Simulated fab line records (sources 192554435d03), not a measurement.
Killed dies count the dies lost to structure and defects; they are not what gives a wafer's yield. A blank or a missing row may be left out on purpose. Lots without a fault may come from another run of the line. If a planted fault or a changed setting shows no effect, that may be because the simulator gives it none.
Split-lot trial || flow n5_finfet || 7 lots, 39 wafers read, on a route of 1938 steps

== ABOUT THE SPLIT ==
At N5_DUMMY_GATE_ETCH_37 (etches SOC in N2/H2, target depth 60 nm, overetch 30 nm), the setting source_w was moved away from the recipe's 840 W on 15 of the 39 wafers read, by -14.4% to +15.1%. This setting was run at the recipe's value on the other wafers.

The split's own step is where the reading is taken.

== THE READING ==
rf_vpp_V, in V, at N5_DUMMY_GATE_ETCH_37 (etches SOC in N2/H2, target depth 60 nm, overetch 30 nm). Fault-free wafers of this fab line usually give 523.9 V, standard deviation 2.3 V.

{"wafer": "L076.1", "tool, chamber at the split": "rie_diel-05, 1", "source_w as run, W": 840, "against the recipe": "recipe", "rf_vpp_V, V": 525.1, "against lot-mates on the recipe": "-"}
{"wafer": "L076.2", "tool, chamber at the split": "rie_diel-05, 2", "source_w as run, W": 718.9, "against the recipe": "-14.4%", "rf_vpp_V, V": 551.3, "against lot-mates on the recipe": "+27.6"}
{"wafer": "L076.3", "tool, chamber at the split": "rie_diel-05, 0", "source_w as run, W": 840, "against the recipe": "recipe", "rf_vpp_V, V": 520.5, "against lot-mates on the recipe": "-"}
{"wafer": "L076.4", "tool, chamber at the split": "rie_diel-05, 3", "source_w as run, W": 840, "against the recipe": "recipe", "rf_vpp_V, V": 525.6, "against lot-mates on the recipe": "-"}
{"wafer": "L076.5", "tool, chamber at the split": "rie_diel-05, 1", "source_w as run, W": 718.9, "against the recipe": "-14.4%", "rf_vpp_V, V": 553.8, "against lot-mates on the recipe": "+30.1"}
{"wafer": "L076.6", "tool, chamber at the split": "rie_diel-05, 2", "source_w as run, W": 718.9, "against the recipe": "-14.4%", "rf_vpp_V, V": 549.5, "against lot-mates on the recipe": "+25.8"}
{"wafer": "L077.1", "tool, chamber at the split": "rie_diel-01, 0", "source_w as run, W": 967, "against the recipe": "+15.1%", "rf_vpp_V, V": 499.4, "against lot-mates on the recipe": -25.4}
{"wafer": "L077.2", "tool, chamber at the split": "rie_diel-01, 2", "source_w as run, W": 967, "against the recipe": "+15.1%", "rf_vpp_V, V": 500.3, "against lot-mates on the recipe": -24.5}
{"wafer": "L077.3", "tool, chamber at the split": "rie_diel-01, 3", "source_w as run, W": 840, "against the recipe": "recipe", "rf_vpp_V, V": 525.5, "against lot-mates on the recipe": "-"}
{"wafer": "L077.4", "tool, chamber at the split": "rie_diel-01, 3", "source_w as run, W": 840, "against the recipe": "recipe", "rf_vpp_V, V": 526.5, "against lot-mates on the recipe": "-"}
{"wafer": "L077.5", "tool, chamber at the split": "rie_diel-01, 0", "source_w as run, W": 840, "against the recipe": "recipe", "rf_vpp_V, V": 522.5, "against lot-mates on the recipe": "-"}
{"wafer": "L077.6", "tool, chamber at the split": "rie_diel-01, 2", "source_w as run, W": 967, "against the recipe": "+15.1%", "rf_vpp_V, V": 499.3, "against lot-mates on the recipe": -25.5}
{"wafer": "L080.1", "tool, chamber at the split": "rie_diel-03, 2", "source_w as run, W": 840, "against the recipe": "recipe", "rf_vpp_V, V": 525.9, "against lot-mates on the recipe": "-"}
{"wafer": "L080.2", "tool, chamber at the split": "rie_diel-03, 1", "source_w as run, W": 840, "against the recipe": "recipe", "rf_vpp_V, V": 523.4, "against lot-mates on the recipe": "-"}
{"wafer": "L080.3", "tool, chamber at the split": "rie_diel-03, 3", "source_w as run, W": 840, "against the recipe": "recipe", "rf_vpp_V, V": 527.8, "against lot-mates on the recipe": "-"}
{"wafer": "L080.4", "tool, chamber at the split": "rie_diel-03, 0", "source_w as run, W": 931.2, "against the recipe": "+10.9%", "rf_vpp_V, V": 507.2, "against lot-mates on the recipe": -18.5}
{"wafer": "L080.5", "tool, chamber at the split": "rie_diel-03, 0", "source_w as run, W": 931.2, "against the recipe": "+10.9%", "rf_vpp_V, V": 508.1, "against lot-mates on the recipe": -17.6}
{"wafer": "L080.6", "tool, chamber at the split": "rie_diel-03, 1", "source_w as run, W": 931.2, "against the recipe": "+10.9%", "rf_vpp_V, V": 507.6, "against lot-mates on the recipe": -18.1}
{"wafer": "L086.2", "tool, chamber at the split": "rie_diel-01, 0", "source_w as run, W": 840, "against the recipe": "recipe", "rf_vpp_V, V": 522.6, "against lot-mates on the recipe": "-"}
{"wafer": "L086.3", "tool, chamber at the split": "rie_diel-01, 1", "source_w as run, W": 840, "against the recipe": "recipe", "rf_vpp_V, V": 521.2, "against lot-mates on the recipe": "-"}
{"wafer": "L086.4", "tool, chamber at the split": "rie_diel-01, 3", "source_w as run, W": 840, "against the recipe": "recipe", "rf_vpp_V, V": 525.9, "against lot-mates on the recipe": "-"}
{"wafer": "L089.1", "tool, chamber at the split": "rie_diel-05, 0", "source_w as run, W": 840, "against the recipe": "recipe", "rf_vpp_V, V": 521.0, "against lot-mates on the recipe": "-"}
{"wafer": "L089.2", "tool, chamber at the split": "rie_diel-05, 1", "source_w as run, W": 840, "against the recipe": "recipe", "rf_vpp_V, V": 525.1, "against lot-mates on the recipe": "-"}
{"wafer": "L089.3", "tool, chamber at the split": "rie_diel-05, 2", "source_w as run, W": 840, "against the recipe": "recipe", "rf_vpp_V, V": 521.3, "against lot-mates on the recipe": "-"}
{"wafer": "L089.4", "tool, chamber at the split": "rie_diel-05, 3", "source_w as run, W": 840, "against the recipe": "recipe", "rf_vpp_V, V": 527.7, "against lot-mates on the recipe": "-"}
{"wafer": "L089.5", "tool, chamber at the split": "rie_diel-05, 3", "source_w as run, W": 840, "against the recipe": "recipe", "rf_vpp_V, V": 526.9, "against lot-mates on the recipe": "-"}
{"wafer": "L089.6", "tool, chamber at the split": "rie_diel-05, 0", "source_w as run, W": 840, "against the recipe": "recipe", "rf_vpp_V, V": 521.2, "against lot-mates on the recipe": "-"}
{"wafer": "L094.1", "tool, chamber at the split": "rie_diel-05, 3", "source_w as run, W": 840, "against the recipe": "recipe", "rf_vpp_V, V": 525.9, "against lot-mates on the recipe": "-"}
{"wafer": "L094.2", "tool, chamber at the split": "rie_diel-05, 0", "source_w as run, W": 840, "against the recipe": "recipe", "rf_vpp_V, V": 519.9, "against lot-mates on the recipe": "-"}
{"wafer": "L094.3", "tool, chamber at the split": "rie_diel-05, 1", "source_w as run, W": 899.7, "against the recipe": "+7.1%", "rf_vpp_V, V": 513.3, "against lot-mates on the recipe": -10.8}
{"wafer": "L094.4", "tool, chamber at the split": "rie_diel-05, 2", "source_w as run, W": 899.7, "against the recipe": "+7.1%", "rf_vpp_V, V": 509.4, "against lot-mates on the recipe": -14.7}
{"wafer": "L094.5", "tool, chamber at the split": "rie_diel-05, 3", "source_w as run, W": 840, "against the recipe": "recipe", "rf_vpp_V, V": 526.5, "against lot-mates on the recipe": "-"}
{"wafer": "L094.6", "tool, chamber at the split": "rie_diel-05, 0", "source_w as run, W": 899.7, "against the recipe": "+7.1%", "rf_vpp_V, V": 508.7, "against lot-mates on the recipe": -15.4}
{"wafer": "L095.1", "tool, chamber at the split": "rie_diel-05, 3", "source_w as run, W": 944.8, "against the recipe": "+12.5%", "rf_vpp_V, V": 505.9, "against lot-mates on the recipe": -18.0}
{"wafer": "L095.2", "tool, chamber at the split": "rie_diel-05, 2", "source_w as run, W": 944.8, "against the recipe": "+12.5%", "rf_vpp_V, V": 501.1, "against lot-mates on the recipe": -22.8}
{"wafer": "L095.3", "tool, chamber at the split": "rie_diel-05, 0", "source_w as run, W": 840, "against the recipe": "recipe", "rf_vpp_V, V": 520.4, "against lot-mates on the recipe": "-"}
{"wafer": "L095.4", "tool, chamber at the split": "rie_diel-05, 1", "source_w as run, W": 840, "against the recipe": "recipe", "rf_vpp_V, V": 526.2, "against lot-mates on the recipe": "-"}
{"wafer": "L095.5", "tool, chamber at the split": "rie_diel-05, 0", "source_w as run, W": 944.8, "against the recipe": "+12.5%", "rf_vpp_V, V": 498.9, "against lot-mates on the recipe": -25.0}
{"wafer": "L095.6", "tool, chamber at the split": "rie_diel-05, 1", "source_w as run, W": 840, "against the recipe": "recipe", "rf_vpp_V, V": 525.1, "against lot-mates on the recipe": "-"}

THE FIT
A straight line over all 39 wafers: rf_vpp_V changes by -1.75 V for each +1% of source_w; r = -0.98; the points scatter about the line by 2.6 V.
The same after taking each lot's own level away (the mean of its wafers on the recipe; 39 wafers): -1.79 V for each +1%; r = -0.98; scatter 2.4 V.
According to that fit, moving source_w by its largest amount changes the reading by 27 V.
The lots' own levels span 523.23 to 525.70 V, that is 1.1 times the standard deviation above.
Hence the lot-to-lot level has little effect on the slope; both slopes agree.
Check: for one of the wafers moved furthest among these (+15.1%), held out of the fit, the line's prediction against its lot-mates is -26.8 V. It came out at -25.4 V against them.
Tool readings at the split's step, against how far the setting was moved: rf_vpp_V r = -0.98.

== FILE'S OWN FIT ==
rf_vpp_V changes by -1.77 V for each +1% of source_w, r = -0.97.
